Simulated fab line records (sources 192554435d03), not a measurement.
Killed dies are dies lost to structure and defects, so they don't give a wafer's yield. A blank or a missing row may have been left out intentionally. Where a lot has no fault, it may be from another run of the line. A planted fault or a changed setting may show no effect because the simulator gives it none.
The same fault as seen by 3 desks | flow n5Finfet | only its own numbers are on each desk; what lay behind them is given at the end

== METROLOGY DESK ==
What the gauges read, lot by lot, whatever tool the lot ran on: means of the sampled wafers that have a number. The brackets show how far a lot's mean lies from the usual mean; more than 4 standard deviations puts the lot out of limits, marked OUT. Of its 10 readings 7 are shown: those that lie furthest out on some lot.
Columns: A = DIBL_N at N5_BEOL_M4_RC_MEAS_101, usual 36.3 mV/V; B = DIBL_P at N5_BEOL_M4_RC_MEAS_101, usual 35.7 mV/V; C = IOFF_N at N5_BEOL_M4_RC_MEAS_101, usual 0.155 nA/um; D = IOFF_P at N5_BEOL_M4_RC_MEAS_101, usual 0.204 nA/um; E = SS_N at N5_BEOL_M4_RC_MEAS_101, usual 71.5 mV/dec; F = SS_P at N5_BEOL_M4_RC_MEAS_101, usual 73.1 mV/dec; G = VT_P at N5_BEOL_M4_RC_MEAS_101, usual -251 mV
lot  | first seen here | A    | B    | C     | D     | E    | F    | G
L219 | day 8 18:48     | 35.0 | 34.9 | 0.154 | 0.208 | 71.4 | 73.0 | -249
L220 | day 8 21:08     | 36.5 | 36.8 | 0.175 | 0.196 | 71.1 | 73.1 | -254
L222 | day 9 00:10     | 36.8 | 36.6 | 0.175 | 0.231 | 71.0 | 73.6 | -247
L223 | day 9 17:58     | 38.9 | 37.6 | 0.191 | 0.246 | 72.4 | 73.7 | -247
L224 | day 9 20:37     | 36.0 | 35.7 | 0.144 | 0.179 | 71.3 | 72.8 | -256
L226 | day 10 16:14    | 35.7 | 34.6 | 0.144 | 0.211 | 71.9 | 73.0 | -247
L229 | day 11 16:56    | 35.3 | 36.7 | 0.151 | 0.188 | 71.4 | 73.4 | -252
L235 | day 12 10:29    | 34.8 | 34.2 | 0.129 | 0.184 | 71.3 | 72.9 | -251
L234 | day 12 15:58    | 39.0 | 38.0 | 0.182 | 0.249 | 71.7 | 74.0 | -249
L238 | day 13 06:14    | 36.8 | 36.6 | 0.172 | 0.230 | 71.2 | 72.8 | -247
This desk's finding: nothing out of limits on any of the 10 lots.

== THE DEFECT DESK ==
Inspection counts along the route, by lot: the mean over sampled wafers that carry a number. The brackets show how far a lot's mean lies from the usual mean; more than 4 standard deviations puts the lot out of limits, marked OUT.
Columns: A = rawDefectCount at N5_MOL_CONTACT_COAG_INSPECT_10, usual 77
lot  | first seen here | A
L219 | day 5 09:23     | 65
L220 | day 5 13:10     | 46
L222 | day 6 01:35     | 72
L223 | day 6 09:31     | 90
L224 | day 6 13:19     | 56
L226 | day 7 00:37     | 96
L229 | day 7 23:28     | 77
L234 | day 9 00:17     | 87
L235 | day 9 02:25     | 73
L238 | day 10 01:05    | 90
This desk's finding: nothing out of limits on any of the 10 lots.

== THE TOOL OWNER'S DESK: lithoTrack-04 ==
The tool's own readings at N5_MOL_CONTACT_COAG_COAT_103 (time 60 s, resist thk 80 nm): means of the sampled wafers that have a number, for each lot that ran on this tool. The brackets show how far a lot's mean lies from the usual mean; more than 4 standard deviations puts the lot out of limits, marked OUT.
Columns: A = resistLineTempC at N5_MOL_CONTACT_COAG_COAT_103, usual 22.99 C; B = spinSpeedRpm at N5_MOL_CONTACT_COAG_COAT_103, usual 1499.8 rpm
lot  | first seen here | A     | B
L226 | day 7 00:08     | 22.86 | 1499.6
L229 | day 7 23:07     | 22.96 | 1496.9
L234 | day 8 23:56     | 22.82 | 1557.9 (+53) OUT
L235 | day 9 02:04     | 23.05 | 1557.2 (+52) OUT
Finding of this desk: L234, L235 out of limits; the first was L234 at day 8 23:56, on spinSpeedRpm at N5_MOL_CONTACT_COAG_COAT_103. L226, L229 stayed within limits.

== TAKEN TOGETHER ==
The tool owner's desk could have raised an alarm at day 8 23:56, on L234, L235.
Nothing out of limits was seen by the metrology desk.
Nothing out of limits was seen by the defect desk.
The metrology desk holds a record of L234, L235, inside its limits.
The defect desk has L234, L235 on record, within its limits.
All the named lots went through N5_MOL_CONTACT_COAG_COAT_103 on lithoTrack-04.

== WHAT HAD BEEN PUT IN BY THE SIMULATOR ==
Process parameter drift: lithoTrack-04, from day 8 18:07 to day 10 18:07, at N5_MOL_CONTACT_COAG_COAT_103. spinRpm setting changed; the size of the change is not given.
Struck lots among those shown: L234, L235.
Time in hours from fault onset to the first out-of-limits reading at each desk: the tool owner's desk, 6.
